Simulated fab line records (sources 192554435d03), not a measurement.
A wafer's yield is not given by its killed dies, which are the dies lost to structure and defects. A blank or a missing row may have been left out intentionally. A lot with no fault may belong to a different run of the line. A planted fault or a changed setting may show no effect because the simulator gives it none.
fab line records :: flow n5_finfet
record
  lots=5
  wafers=13
  last_day=16
route steps=1938 shown BEOL_M13@1704 BEOL_M14@1716 PASSIVATION@1936
lots that met no fault: taken from a fault-free run of the same line
start_h: start of the lot's first displayed wafer, in hours after the record's first day :: wait_h: time in hours since the lot's previous step :: " repeats the value in the row above :: L1.1+2: one row covering several wafers at once :: - no value present, or no start provided :: * or withheld: withheld :: < > ~ a bound
route shown NAME@n: NAME is a module with steps in the file, n the number in the route of the first one :: usual: the fault-free wafers' mean and standard deviation :: same: alike in all rows :: chamber/n: place in a boat :: sites: the reading at each site :: _std_site: how widely they spread, as a standard deviation :: _edge_site: inner sites' mean taken away from outer sites' mean :: radius_mm: for every site, how far away it sits from the centre of the wafer :: mask NAME#n: copy n :: behind: the most recent tool/chamber to have shaped the wafer :: hold: cause of the lot's hold/its duration in hours/its outcome :: device: which transistor (n, p or np) failed to switch :: end of line: the same wafers' tests at the end of the route :: where a step has no rows: the recipe by itself :: killed: at the first sort, the dies lost to defects and structure; wafer yield is something else :: map: the dies of a wafer, with x for killed, . for not killed, _ for no die there
set.NAME: the run value of the setting; set.NAME@STEP: its run value at that earlier step :: model.NAME: the simulator's own value behind a step, which no gauge read
lots at some steps of the route; a table a step, a row a wafer
services: a tool's chamber out of use, with start hour (start_h, from the record's first day; less than 0 if before it), hours out, and reason
## steps
# step N5_BEOL_M13_PRE_CLEAN_42
# recipe
  gas=H2/He
  time_s=30
  temp_c=250
# step N5_BEOL_M13_SPUTTER_43
# recipe
  material=TaN
  target_thk_a=150
  temp_c=50
  bias_v=168.6
  power_w=15000
  chamber_pressure_pa=0.12
  time_s=24.19
# step N5_BEOL_M13_SPUTTER_44
# recipe
  material=Ta
  target_thk_a=100
  temp_c=50
  bias_v=80
  power_w=15000
  chamber_pressure_pa=0.07
  time_s=16.13
# step N5_BEOL_M13_SPUTTER_45
# recipe
  material=Cu
  target_thk_a=800
  temp_c=-20
  bias_v=60
  power_w=26000
  chamber_pressure_pa=0.13
  time_s=13.33
# step N5_BEOL_M13_ECD_47
# recipe
  material=Cu
  target_thk_a=9360
# step N5_BEOL_M13_ANNEAL_48
# recipe
  temp_c=225
  time_s=90
  ambient=N2
# step N5_BEOL_M13_CMP_49
# recipe
  stop_on=SiOC
  t_overpolish_s=17.1
  down_force_psi=1
  platen_rpm=50
  clearing_platen_down_force_psi=1.5
  clearing_platen_rpm=50
  post_cmp_clean=cu_alkaline
  target_thk_nm=420
  clearing_platen_pad_velocity_m_s=0.99484
  pad_velocity_m_s=0.99484
# step N5_BEOL_M13_PRE_CLEAN_52
# recipe
  gas=NH3
  time_s=15
  temp_c=withheld
  rf_power_w=300
# step N5_BEOL_M13_DEP_53
# recipe
  material=SiCN
  target_thk_a=500
  temp_c=withheld
  precursor=3MS/NH3
  pressure_torr=3
  rf_w=675
  time_s=17.8
# step N5_BEOL_M14_ILD_DEP_00
# recipe
  material=SiO2
  target_thk_a=11193
  temp_c=400
  precursor=TEOS/O2
  pressure_torr=6.5
  rf_w=900
  teos_flow_sccm=161.4
  gas=O2
  flow_sccm=2650
  time_s=237.4
# usual
  heater_power_w=583/110
  run_length_s=280.3/0.56
  showerhead_plenum_p_Torr=8.35/0.042
  throttle_valve_pct=18.4/0.71
lot.wafer: L273.3
tool: pecvd-02
chamber: 2
start_h: 281.23
wait_h: 0.0
heater_power_w: 627
run_length_s: 281.2
showerhead_plenum_p_Torr: 8.31
throttle_valve_pct: 18.5
model.SiO2_of_BEOL_M14_ILD_DEP_00.thk_nm: 1127

lot.wafer: L273.5
tool: pecvd-02
chamber: 1
start_h: 281.23
wait_h: 0.0
heater_power_w: 623
run_length_s: 279.6
showerhead_plenum_p_Torr: 8.38
throttle_valve_pct: 19.0
model.SiO2_of_BEOL_M14_ILD_DEP_00.thk_nm: 1143

lot.wafer: L273.6
tool: pecvd-02
chamber: 0
start_h: 281.23
wait_h: 0.0
heater_power_w: 466
run_length_s: 280.1
showerhead_plenum_p_Torr: 8.31
throttle_valve_pct: 17.6
model.SiO2_of_BEOL_M14_ILD_DEP_00.thk_nm: 1146

lot.wafer: L280.2
tool: pecvd-02
chamber: 2
start_h: 341.61
wait_h: 0.0
heater_power_w: 669
run_length_s: 257.0
showerhead_plenum_p_Torr: 8.31
throttle_valve_pct: 18.7
model.SiO2_of_BEOL_M14_ILD_DEP_00.thk_nm: 1007

lot.wafer: L280.4
tool: pecvd-02
chamber: 2
start_h: 341.61
wait_h: 0.0
heater_power_w: 506
run_length_s: 257.0
showerhead_plenum_p_Torr: 8.31
throttle_valve_pct: 18.3
model.SiO2_of_BEOL_M14_ILD_DEP_00.thk_nm: 1023

lot.wafer: L278.2
tool: pecvd-02
chamber: 0
start_h: 343.86
wait_h: 0.0
heater_power_w: 442
run_length_s: 255.9
showerhead_plenum_p_Torr: 8.33
throttle_valve_pct: 17.4
model.SiO2_of_BEOL_M14_ILD_DEP_00.thk_nm: 1004

lot.wafer: L278.4
tool: pecvd-02
chamber: 0
start_h: 343.86
wait_h: 0.0
heater_power_w: 488
run_length_s: 256.2
showerhead_plenum_p_Torr: 8.34
throttle_valve_pct: 17.5
model.SiO2_of_BEOL_M14_ILD_DEP_00.thk_nm: 1004

lot.wafer: L285.4
tool: pecvd-01
chamber: 0
start_h: 366.32
wait_h: 0.1
heater_power_w: 580
run_length_s: 280.4
showerhead_plenum_p_Torr: 8.39
throttle_valve_pct: 18.9
model.SiO2_of_BEOL_M14_ILD_DEP_00.thk_nm: 1129

lot.wafer: L285.5
tool: pecvd-01
chamber: 1
start_h: 366.32
wait_h: 0.1
heater_power_w: 469
run_length_s: 280.0
showerhead_plenum_p_Torr: 8.32
throttle_valve_pct: 18.3
model.SiO2_of_BEOL_M14_ILD_DEP_00.thk_nm: 1133

lot.wafer: L285.6
tool: pecvd-01
chamber: 2
start_h: 366.32
wait_h: 0.1
heater_power_w: 528
run_length_s: 281.1
showerhead_plenum_p_Torr: 8.36
throttle_valve_pct: 17.2
model.SiO2_of_BEOL_M14_ILD_DEP_00.thk_nm: 1125

lot.wafer: L282.1
tool: pecvd-02
chamber: 1
start_h: 367.66
wait_h: 0.0
heater_power_w: 805
run_length_s: 279.8
showerhead_plenum_p_Torr: 8.37
throttle_valve_pct: 19.0
model.SiO2_of_BEOL_M14_ILD_DEP_00.thk_nm: 1114

lot.wafer: L282.3
tool: pecvd-02
chamber: 0
start_h: 367.66
wait_h: 0.0
heater_power_w: 383
run_length_s: 279.7
showerhead_plenum_p_Torr: 8.33
throttle_valve_pct: 17.6
model.SiO2_of_BEOL_M14_ILD_DEP_00.thk_nm: 1109

lot.wafer: L282.4
tool: pecvd-02
chamber: 0
start_h: 367.66
wait_h: 0.0
heater_power_w: 451
run_length_s: 255.9
showerhead_plenum_p_Torr: 8.32
throttle_valve_pct: 17.4
model.SiO2_of_BEOL_M14_ILD_DEP_00.thk_nm: 1030
# step N5_BEOL_M14_THK_MEAS_01
# recipe
  reads=SiO2_of_BEOL_M14_ILD_DEP_00
# usual
  M14_ILD_THK=1125/15
lot.wafer: L273.3
tool: film_metro-01
chamber: -
start_h: 281.42
wait_h: 0.1
M14_ILD_THK[nm]: 1127

lot.wafer: L273.5
tool: film_metro-01
chamber: -
start_h: 281.42
wait_h: 0.1
M14_ILD_THK[nm]: 1143

lot.wafer: L273.6
tool: film_metro-01
chamber: -
start_h: 281.42
wait_h: 0.1
M14_ILD_THK[nm]: 1146

lot.wafer: L280.2
tool: film_metro-01
chamber: -
start_h: 341.80
wait_h: 0.1
M14_ILD_THK[nm]: 1008

lot.wafer: L280.4
tool: film_metro-01
chamber: -
start_h: 341.80
wait_h: 0.1
M14_ILD_THK[nm]: 1023

lot.wafer: L278.2
tool: film_metro-02
chamber: -
start_h: 344.05
wait_h: 0.1
M14_ILD_THK[nm]: 1005

lot.wafer: L278.4
tool: film_metro-02
chamber: -
start_h: 344.05
wait_h: 0.1
M14_ILD_THK[nm]: 1004

lot.wafer: L285.4
tool: film_metro-02
chamber: -
start_h: 366.44
wait_h: 0.0
M14_ILD_THK[nm]: 1130

lot.wafer: L285.5
tool: film_metro-02
chamber: -
start_h: 366.44
wait_h: 0.0
M14_ILD_THK[nm]: 1133

lot.wafer: L285.6
tool: film_metro-02
chamber: -
start_h: 366.44
wait_h: 0.0
M14_ILD_THK[nm]: 1125

lot.wafer: L282.1
tool: film_metro-01
chamber: -
start_h: 367.85
wait_h: 0.1
M14_ILD_THK[nm]: 1113

lot.wafer: L282.3
tool: film_metro-01
chamber: -
start_h: 367.85
wait_h: 0.1
M14_ILD_THK[nm]: 1109

lot.wafer: L282.4
tool: film_metro-01
chamber: -
start_h: 367.85
wait_h: 0.1
M14_ILD_THK[nm]: 1030
# step N5_BEOL_M14_COAT_58
# recipe
  resist=BARC
  temp_c=205
  time_s=60
  spin_rpm=1500
  resist_thk_nm=89
# step N5_BEOL_M14_COAT_04
# recipe
  spin_rpm=1704
  resist_thk_nm=800
# step N5_BEOL_M14_EBR_06
# recipe
  solvent=PGMEA
  ebr_width_mm=1.5
# step N5_BEOL_M14_SOFTBAKE_05
# recipe
  temp_c=130
  time_s=60
# step N5_BEOL_M14_EXPOSE_07
# recipe
  mask_id=V13
  na=0.8
  source_shape=annular
  sigma_inner=0.5
  sigma_outer=0.8
  polarization=unpolarized
  attpsm_phase_deg=180
  dose_mj=57
# step N5_BEOL_M14_PEB_08
# recipe
  peb_temp_c=130
  peb_time_s=90
# step N5_BEOL_M14_DEVELOP_09
# recipe
  develop_time_s=45
  rinse_liquid=diw
  dry=air_spin
  dev_temp_c=21
# step N5_BEOL_M14_HARDBAKE_14
# recipe
  temp_c=130
  time_s=120
# step N5_BEOL_M14_DESCUM_15
# recipe
  chemistry=O2
  time_s=7.9
  source_power_w=50
  bias_power_w=20
  pressure_mtorr=20
  rf_frequency_hz=2.712e+07
  temp_c=40
  o2_flow_sccm=225
# step N5_BEOL_M14_ETCH_59
# recipe
  chemistry=N2/H2
  target=BARC
  target_depth_a=890
  overetch_a=267
  time_s=67.9
  ion_energy_ev=200
  pressure_mtorr=30
  source_w=840
  bias_w=150
  n2_flow_sccm=200
  h2_flow_sccm=200
# step N5_BEOL_M14_VIA_ETCH_16
# recipe
  chemistry=C4F8/O2/Ar
  target=SiO2
  he_inner_torr=15
  he_outer_torr=30
  target_depth_a=12313
  time_s=withheld
  ion_energy_ev=800
  pressure_mtorr=20
  source_w=1905
  bias_w=2040
  Ar_flow_sccm=400
  C4F8_flow_sccm=16
  O2_flow_sccm=12
  ends=cleared
# usual
  chamber_pressure_mTorr=20.000/0.018
  drypump_motor_current_A=5.9/0.55
  oes_f_703_au=0.76/0.087
  oes_product_au=0.69/0.081
  rf_vpp_V=2234/35
  showerhead_plenum_p_Torr=3.43/0.1
  throttle_valve_pct=30.93/0.28
lot.wafer: L273.3
tool: rie_diel-06
chamber: 1
start_h: 282.00
wait_h: 0.0
chamber_pressure_mTorr: 20.010
drypump_motor_current_A: 5.5
oes_f_703_au: 0.68
oes_product_au: 0.62
rf_vpp_V: 2279
showerhead_plenum_p_Torr: 3.26
throttle_valve_pct: 31.39
model.etch.depth_nm: 1127
model.coat_of_BEOL_M14_COAT_04.thk_nm: 447.2

lot.wafer: L273.5
tool: rie_diel-06
chamber: 2
start_h: 282.00
wait_h: 0.0
chamber_pressure_mTorr: 19.986
drypump_motor_current_A: 4.9
oes_f_703_au: 0.64
oes_product_au: 0.59
rf_vpp_V: 2255
showerhead_plenum_p_Torr: 3.53
throttle_valve_pct: 31.46
model.etch.depth_nm: 1143
model.coat_of_BEOL_M14_COAT_04.thk_nm: 449

lot.wafer: L273.6
tool: rie_diel-06
chamber: 3
start_h: 282.00
wait_h: 0.0
chamber_pressure_mTorr: 19.993
drypump_motor_current_A: 5.0
oes_f_703_au: 0.69
oes_product_au: 0.64
rf_vpp_V: 2228
showerhead_plenum_p_Torr: 3.28
throttle_valve_pct: 30.33
model.etch.depth_nm: 1146
model.coat_of_BEOL_M14_COAT_04.thk_nm: 446.4

lot.wafer: L280.2
tool: rie_diel-05
chamber: 3
start_h: 342.41
wait_h: 0.0
chamber_pressure_mTorr: 20.005
drypump_motor_current_A: 5.5
oes_f_703_au: 0.77
oes_product_au: 0.70
rf_vpp_V: 2248
showerhead_plenum_p_Torr: 3.35
throttle_valve_pct: 30.97
model.etch.depth_nm: 1007
model.coat_of_BEOL_M14_COAT_04.thk_nm: 483.6

lot.wafer: L280.4
tool: rie_diel-05
chamber: 1
start_h: 342.41
wait_h: 0.0
chamber_pressure_mTorr: 19.985
drypump_motor_current_A: 6.7
oes_f_703_au: 0.71
oes_product_au: 0.65
rf_vpp_V: 2258
showerhead_plenum_p_Torr: 3.46
throttle_valve_pct: 30.68
model.etch.depth_nm: 1023
model.coat_of_BEOL_M14_COAT_04.thk_nm: 479.2

lot.wafer: L278.2
tool: rie_diel-02
chamber: 0
start_h: 344.70
wait_h: 0.0
chamber_pressure_mTorr: 20.016
drypump_motor_current_A: 5.7
oes_f_703_au: 0.74
oes_product_au: 0.66
rf_vpp_V: 2293
showerhead_plenum_p_Torr: 3.41
throttle_valve_pct: 30.98
model.etch.depth_nm: 1004
model.coat_of_BEOL_M14_COAT_04.thk_nm: 482.2

lot.wafer: L278.4
tool: rie_diel-02
chamber: 1
start_h: 344.70
wait_h: 0.0
chamber_pressure_mTorr: 20.014
drypump_motor_current_A: 6.7
oes_f_703_au: 0.75
oes_product_au: 0.69
rf_vpp_V: 2191
showerhead_plenum_p_Torr: 3.60
throttle_valve_pct: 30.67
model.etch.depth_nm: 1004
model.coat_of_BEOL_M14_COAT_04.thk_nm: 489.6

lot.wafer: L285.4
tool: rie_diel-06
chamber: 0
start_h: 367.13
wait_h: 0.1
chamber_pressure_mTorr: 20.013
drypump_motor_current_A: 5.8
oes_f_703_au: 0.88
oes_product_au: 0.81
rf_vpp_V: 2198
showerhead_plenum_p_Torr: 3.62
throttle_valve_pct: 30.94
model.etch.depth_nm: 1129
model.coat_of_BEOL_M14_COAT_04.thk_nm: 458.2

lot.wafer: L285.5
tool: rie_diel-06
chamber: 3
start_h: 367.13
wait_h: 0.1
chamber_pressure_mTorr: 20.012
drypump_motor_current_A: 5.0
oes_f_703_au: 0.68
oes_product_au: 0.61
rf_vpp_V: 2224
showerhead_plenum_p_Torr: 3.27
throttle_valve_pct: 30.36
model.etch.depth_nm: 1133
model.coat_of_BEOL_M14_COAT_04.thk_nm: 447.6

lot.wafer: L285.6
tool: rie_diel-06
chamber: 2
start_h: 367.13
wait_h: 0.1
chamber_pressure_mTorr: 19.965
drypump_motor_current_A: 5.0
oes_f_703_au: 0.88
oes_product_au: 0.84
rf_vpp_V: 2253
showerhead_plenum_p_Torr: 3.52
throttle_valve_pct: 31.03
model.etch.depth_nm: 1125
model.coat_of_BEOL_M14_COAT_04.thk_nm: 452.6

lot.wafer: L282.1
tool: rie_diel-06
chamber: 3
start_h: 368.46
wait_h: 0.0
chamber_pressure_mTorr: 19.989
drypump_motor_current_A: 5.0
oes_f_703_au: 0.67
oes_product_au: 0.62
rf_vpp_V: 2225
showerhead_plenum_p_Torr: 3.27
throttle_valve_pct: 30.36
model.etch.depth_nm: 1114
model.coat_of_BEOL_M14_COAT_04.thk_nm: 450.6

lot.wafer: L282.3
tool: rie_diel-06
chamber: 2
start_h: 368.46
wait_h: 0.0
chamber_pressure_mTorr: 19.993
drypump_motor_current_A: 4.9
oes_f_703_au: 0.88
oes_product_au: 0.83
rf_vpp_V: 2252
showerhead_plenum_p_Torr: 3.52
throttle_valve_pct: 31.03
model.etch.depth_nm: 1109
model.coat_of_BEOL_M14_COAT_04.thk_nm: 451.6

lot.wafer: L282.4
tool: rie_diel-06
chamber: 0
start_h: 368.46
wait_h: 0.0
chamber_pressure_mTorr: 19.997
drypump_motor_current_A: 5.8
oes_f_703_au: 0.89
oes_product_au: 0.81
rf_vpp_V: 2197
showerhead_plenum_p_Torr: 3.62
throttle_valve_pct: 30.93
model.etch.depth_nm: 1030
model.coat_of_BEOL_M14_COAT_04.thk_nm: 477.4
# step N5_BEOL_M14_STRIP_63
# recipe
  chemistry=O2
  power_w=600
  temp_c=60
  pressure_mtorr=30
  rf_frequency_hz=6e+07
  bias_power_w=0
  overash_fraction=0.3
  o2_flow_sccm=225
# step N5_BEOL_M14_STRIP_64
# recipe
  chemistry=O2
  power_w=600
  temp_c=60
  pressure_mtorr=30
  rf_frequency_hz=6e+07
  bias_power_w=0
  overash_fraction=0.3
  o2_flow_sccm=225
# step N5_BEOL_M14_STRIP_71
# recipe
  chemistry=post_etch_residue_remover
  time_s=60
  temp_c=25
  remover_ph=withheld
  remover_water_wt_pct=withheld
  remover_fluoride_wt_pct=withheld
# step N5_BEOL_M14_SRD_72
# recipe
  time_s=30
  temp_c=23
  rinse_liquid=diw
  dry=n2_spin
  spin_rpm=1500
  dry_time_s=30
# step N5_BEOL_M14_COAT_65
# recipe
  resist=SOC
  temp_c=250
  time_s=60
  spin_rpm=1500
  resist_thk_nm=450
# step N5_BEOL_M14_COAT_66
# recipe
  resist=SiARC
  temp_c=220
  time_s=60
  spin_rpm=1500
  resist_thk_nm=110
# step N5_BEOL_M14_COAT_22
# recipe
  spin_rpm=2888
  resist_thk_nm=300
# step N5_BEOL_M14_EBR_24
# recipe
  solvent=PGMEA
  ebr_width_mm=1.5
# step N5_BEOL_M14_SOFTBAKE_23
# recipe
  temp_c=130
  time_s=60
# step N5_BEOL_M14_EXPOSE_25
# recipe
  mask_id=M14
  na=0.8
  source_shape=annular
  sigma_inner=0.5
  sigma_outer=0.8
  polarization=unpolarized
  target_cd_nm=280
  dose_mj=26.6
# step N5_BEOL_M14_PEB_26
# recipe
  peb_temp_c=130
  peb_time_s=90
# step N5_BEOL_M14_DEVELOP_27
# recipe
  develop_time_s=45
  rinse_liquid=diw
  dry=air_spin
  dev_temp_c=21
# step N5_BEOL_M14_HARDBAKE_32
# recipe
  temp_c=130
  time_s=120
# step N5_BEOL_M14_CMP_49
# recipe
  stop_on=SiO2
  t_overpolish_s=5.2
  down_force_psi=2
  platen_rpm=80
  clearing_platen_down_force_psi=2
  clearing_platen_rpm=80
  post_cmp_clean=cu_alkaline
  target_thk_nm=560
  clearing_platen_pad_velocity_m_s=1.5917
  pad_velocity_m_s=1.5917
# usual
  clearing_platen_down_force_psi=2.000/0.0041
  motor_current_A=8.0/1.1
lot.wafer: L273.3
tool: cmp-01
chamber: 1
start_h: 288.77
wait_h: 0.3
clearing_platen_down_force_psi: 2.007
motor_current_A: 7.9
model.SiO2_of_BEOL_M14_ILD_DEP_00.thk_nm: 1048

lot.wafer: L273.5
tool: cmp-01
chamber: 2
start_h: 288.77
wait_h: 0.3
clearing_platen_down_force_psi: 1.998
motor_current_A: 8.4
model.SiO2_of_BEOL_M14_ILD_DEP_00.thk_nm: 1062

lot.wafer: L273.6
tool: cmp-01
chamber: 3
start_h: 288.77
wait_h: 0.3
clearing_platen_down_force_psi: 1.997
motor_current_A: 8.1
model.SiO2_of_BEOL_M14_ILD_DEP_00.thk_nm: 1065

lot.wafer: L280.4
tool: cmp-01
chamber: 2
start_h: 348.91
wait_h: 0.1
clearing_platen_down_force_psi: 1.999
motor_current_A: 8.8
model.SiO2_of_BEOL_M14_ILD_DEP_00.thk_nm: 945.6

lot.wafer: L280.2
tool: cmp-01
chamber: 1
start_h: 348.91
wait_h: 0.1
clearing_platen_down_force_psi: 2.004
motor_current_A: 8.0
model.SiO2_of_BEOL_M14_ILD_DEP_00.thk_nm: 927.4

lot.wafer: L278.2
tool: cmp-03
chamber: 3
start_h: 349.93
wait_h: 0.3
clearing_platen_down_force_psi: 1.998
motor_current_A: 8.7
model.SiO2_of_BEOL_M14_ILD_DEP_00.thk_nm: 925.4

lot.wafer: L278.4
tool: cmp-03
chamber: 0
start_h: 349.93
wait_h: 0.3
clearing_platen_down_force_psi: 1.999
motor_current_A: 6.8
model.SiO2_of_BEOL_M14_ILD_DEP_00.thk_nm: 919.6

lot.wafer: L285.4
tool: cmp-03
chamber: 1
start_h: 371.25
wait_h: 0.2
clearing_platen_down_force_psi: 2.008
motor_current_A: 6.6
model.SiO2_of_BEOL_M14_ILD_DEP_00.thk_nm: 1047

lot.wafer: L285.6
tool: cmp-03
chamber: 0
start_h: 371.25
wait_h: 0.2
clearing_platen_down_force_psi: 2.004
motor_current_A: 7.2
model.SiO2_of_BEOL_M14_ILD_DEP_00.thk_nm: 1047

lot.wafer: L285.5
tool: cmp-03
chamber: 1
start_h: 371.25
wait_h: 0.2
clearing_platen_down_force_psi: 1.999
motor_current_A: 6.2
model.SiO2_of_BEOL_M14_ILD_DEP_00.thk_nm: 1050

lot.wafer: L282.3
tool: cmp-01
chamber: 2
start_h: 371.52
wait_h: 0.2
clearing_platen_down_force_psi: 2.004
motor_current_A: 8.0
model.SiO2_of_BEOL_M14_ILD_DEP_00.thk_nm: 1031

lot.wafer: L282.4
tool: cmp-01
chamber: 3
start_h: 371.52
wait_h: 0.2
clearing_platen_down_force_psi: 1.996
motor_current_A: 7.7
model.SiO2_of_BEOL_M14_ILD_DEP_00.thk_nm: 951.2

lot.wafer: L282.1
tool: cmp-01
chamber: 1
start_h: 371.52
wait_h: 0.2
clearing_platen_down_force_psi: 1.994
motor_current_A: 8.3
model.SiO2_of_BEOL_M14_ILD_DEP_00.thk_nm: 1035
# step N5_PASSIVATION_PROBE_49
# usual
  defect_limited_yield=91.4/1.5
  killed_at_M0_to_M3=33/11
  killed_at_M4_up=14/5.3
  killed_at_contacts=13/6.2
  killed_at_front_end=39/13
  killed_at_other=3.1/2.8
  killed_dies=102/17
  killed_open=68/13
  killed_short=32/7.8
  sort_bin_5_function=5.1/0.95
  sort_bin_6_memory=3.2/0.7
  sort_bin_8_speed=0.02/0.16
  sort_n_pass=1078/18
  sort_yield_pct=91.3/1.5
# same
  gross_dies=1180
  killed_at_back_side=0
  sort_bin_4_leakage[%]=0
lot.wafer: L278.2
tool: prober-02
chamber: -
start_h: 372.92
wait_h: 0.1
defect_limited_yield[%]: 91.4
killed_at_M0_to_M3: 28
killed_at_M4_up: 10
killed_at_contacts: 13
killed_at_front_end: 41
killed_at_other: 9
killed_dies: 101
killed_open: 67
killed_short: 34
sort_bin_5_function[%]: 4.9
sort_bin_6_memory[%]: 3.5
sort_bin_8_speed[%]: 0
sort_n_pass: 1079
sort_yield_pct[%]: 91.4

lot.wafer: L278.4
tool: prober-02
chamber: -
start_h: 373.02
wait_h: 0.2
defect_limited_yield[%]: 93.6
killed_at_M0_to_M3: 17
killed_at_M4_up: 18
killed_at_contacts: 13
killed_at_front_end: 23
killed_at_other: 4
killed_dies: 75
killed_open: 50
killed_short: 22
sort_bin_5_function[%]: 3.4
sort_bin_6_memory[%]: 2.5
sort_bin_8_speed[%]: 0
sort_n_pass: 1105
sort_yield_pct[%]: 93.6

lot.wafer: L282.4
tool: prober-02
chamber: -
start_h: 393.26
wait_h: 0.2
defect_limited_yield[%]: 86.8
killed_at_M0_to_M3: 31
killed_at_M4_up: 10
killed_at_contacts: 11
killed_at_front_end: 103
killed_at_other: 1
killed_dies: 156
killed_open: 104
killed_short: 48
sort_bin_5_function[%]: 8.8
sort_bin_6_memory[%]: 4.1
sort_bin_8_speed[%]: 0
sort_n_pass: 1024
sort_yield_pct[%]: 86.8

lot.wafer: L285.4
tool: prober-01
chamber: -
start_h: 394.76
wait_h: 0.2
defect_limited_yield[%]: 93.8
killed_at_M0_to_M3: 17
killed_at_M4_up: 10
killed_at_contacts: 10
killed_at_front_end: 33
killed_at_other: 3
killed_dies: 73
killed_open: 48
killed_short: 25
sort_bin_5_function[%]: 3.6
sort_bin_6_memory[%]: 2.5
sort_bin_8_speed[%]: 0
sort_n_pass: 1107
sort_yield_pct[%]: 93.8

lot.wafer: L285.5
tool: prober-01
chamber: -
start_h: 394.81
wait_h: 0.2
defect_limited_yield[%]: 89.8
killed_at_M0_to_M3: 41
killed_at_M4_up: 14
killed_at_contacts: 16
killed_at_front_end: 42
killed_at_other: 7
killed_dies: 120
killed_open: 62
killed_short: 53
sort_bin_5_function[%]: 6.4
sort_bin_6_memory[%]: 3.3
sort_bin_8_speed[%]: 0
sort_n_pass: 1060
sort_yield_pct[%]: 89.8

lot.wafer: L285.6
tool: prober-01
chamber: -
start_h: 394.86
wait_h: 0.3
defect_limited_yield[%]: 91.4
killed_at_M0_to_M3: 27
killed_at_M4_up: 15
killed_at_contacts: 12
killed_at_front_end: 37
killed_at_other: 10
killed_dies: 101
killed_open: 61
killed_short: 39
sort_bin_5_function[%]: 4.7
sort_bin_6_memory[%]: 3.4
sort_bin_8_speed[%]: 0
sort_n_pass: 1079
sort_yield_pct[%]: 91.4
# killed by level:class
L278.2 STI_FIN_REVEAL:geometric_particle:open=14 MOL_CONTACT_COAG:geometric_particle:open=9 BEOL_M0_SAQP:geometric_particle:open=8 BEOL_M1:geometric_particle:open=6 FIN_SAQP:geometric_particle:short=5 BEOL_M0_SAQP:geometric_particle:short=5 STARTING-WAFER:geometric_particle:short=5 MOL_CONTACT_COAG:geometric_particle:short=4
L278.4 MOL_CONTACT_COAG:geometric_particle:open=10 DUMMY_GATE:geometric_particle:open=6 BEOL_M0_SAQP:geometric_particle:short=5 BEOL_M4:geometric_particle:open=5 BEOL_M0_SAQP:geometric_particle:open=4 BEOL_M3:geometric_particle:open=4 STI_FIN_REVEAL:geometric_particle:open=3 STARTING-WAFER:geometric_particle:short=3
L282.4 STI_FIN_REVEAL:geometric_particle:open=37 FIN_SAQP:geometric_particle:open=21 FIN_SAQP:geometric_particle:short=10 STI_FIN_REVEAL:geometric_particle:short=10 BEOL_M3:geometric_particle:open=9 DUMMY_GATE:geometric_particle:open=7 MOL_CONTACT_COAG:geometric_particle:short=6 GATE_CUT:geometric_particle:short=5
L285.4 FIN_SAQP:geometric_particle:open=8 BEOL_M0_SAQP:geometric_particle:open=7 STI_FIN_REVEAL:geometric_particle:open=6 GATE_CUT:geometric_particle:short=5 MOL_CONTACT_COAG:geometric_particle:open=5 MOL_CONTACT_COAG:geometric_particle:short=5 BEOL_M0_SAQP:geometric_particle:short=5 BEOL_M4:geometric_particle:open=4
L285.5 MOL_CONTACT_COAG:geometric_particle:open=11 BEOL_M0_SAQP:geometric_particle:short=11 BEOL_M0_SAQP:geometric_particle:open=9 BEOL_M1:geometric_particle:short=6 FIN_SAQP:geometric_particle:short=5 MOL_CONTACT_COAG:geometric_particle:short=5 BEOL_M3:geometric_particle:open=5 BEOL_M4:geometric_particle:open=5
L285.6 BEOL_M0_SAQP:geometric_particle:open=11 MOL_CONTACT_COAG:geometric_particle:open=9 GATE_CUT:geometric_particle:short=8 ILD0:geometric_particle:open=7 BEOL_M4:geometric_particle:open=7 GATE_CUT:geometric_particle:open=6 BEOL_M0_SAQP:geometric_particle:short=6 FIN_SAQP:geometric_particle:short=5
## services
tool: rie_diel-05
chamber: -
start_h: 260.09
hours: 1.4
kind: repair

tool: pecvd-02
chamber: -
start_h: 282.92
hours: 1.1
kind: repair

tool: rie_diel-06
chamber: 0
start_h: 287.51
hours: -
kind: clean

tool: rie_diel-06
chamber: 0
start_h: 287.51
hours: -
kind: consumable_replace:focus_ring

tool: rie_diel-06
chamber: 0
start_h: 287.51
hours: -
kind: consumable_replace:showerhead

tool: rie_diel-06
chamber: 0
start_h: 287.51
hours: 16.2
kind: scheduled_down

tool: rie_diel-06
chamber: 0
start_h: 287.51
hours: 16.2
kind: vent_cycle

tool: rie_diel-02
chamber: 0
start_h: 294.09
hours: 10.7
kind: repair

tool: pecvd-02
chamber: 0
start_h: 299.03
hours: 5.5
kind: scheduled_down

tool: rie_diel-06
chamber: 2
start_h: 303.85
hours: -
kind: clean

tool: rie_diel-06
chamber: 2
start_h: 303.85
hours: -
kind: consumable_replace:focus_ring

tool: rie_diel-06
chamber: 2
start_h: 303.85
hours: 30.6
kind: scheduled_down

tool: rie_diel-06
chamber: 2
start_h: 303.85
hours: 30.6
kind: vent_cycle

tool: cmp-01
chamber: -
start_h: 305.18
hours: 1.3
kind: repair

tool: rie_diel-06
chamber: 1
start_h: 306.01
hours: 2.9
kind: repair

tool: rie_diel-02
chamber: 3
start_h: 315.16
hours: -
kind: clean

tool: pecvd-02
chamber: 0
start_h: 347.90
hours: 2.1
kind: scheduled_down

tool: cmp-03
chamber: -
start_h: 356.08
hours: 2.3
kind: repair

tool: rie_diel-06
chamber: 1
start_h: 359.91
hours: -
kind: clean

tool: rie_diel-06
chamber: 1
start_h: 359.91
hours: -
kind: consumable_replace:focus_ring

tool: rie_diel-06
chamber: 1
start_h: 359.91
hours: -
kind: consumable_replace:showerhead

tool: rie_diel-06
chamber: 1
start_h: 359.91
hours: 17.4
kind: scheduled_down

tool: rie_diel-06
chamber: 1
start_h: 359.91
hours: 17.4
kind: vent_cycle

tool: pecvd-02
chamber: -
start_h: 368.91
hours: 5.5
kind: pm
## key
first_sign
  step=N5_BEOL_M14_ILD_DEP_00
  reading=run_length_s
  direction=down
  sigmas=43
  usual=*
  struck=*
effect
  step=N5_BEOL_M14_THK_MEAS_01
  reading=M14_ILD_THK
  direction=down
  sigmas=7.4
  usual=1125
  struck=1014
model_effect
  step=N5_BEOL_M14_ILD_DEP_00
  value=SiO2_of_BEOL_M14_ILD_DEP_00.thk_nm
  without=1126
  struck=1014
model_effect
  step=N5_BEOL_M14_VIA_ETCH_16
  value=etch.depth_nm
  without=1126
  struck=1014
model_effect
  step=N5_BEOL_M14_CMP_49
  value=SiO2_of_BEOL_M14_ILD_DEP_00.thk_nm
  without=1047
  struck=933.8
met_at N5_BEOL_M14_ILD_DEP_00
struck_wafers L278.2,L278.4,L280.2,L280.4,L282.4
onset_between 281.23 341.61
fault
  kind=process_parameter_drift
  tool=pecvd-02
  chamber=-
  onset_h=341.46
  steps=N5_BEOL_M14_ILD_DEP_00
  channel=time_s
  offset=*
  shape=step
  end_h=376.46
  scope=struck_wafers_only
  acts_in=*
  stated=*
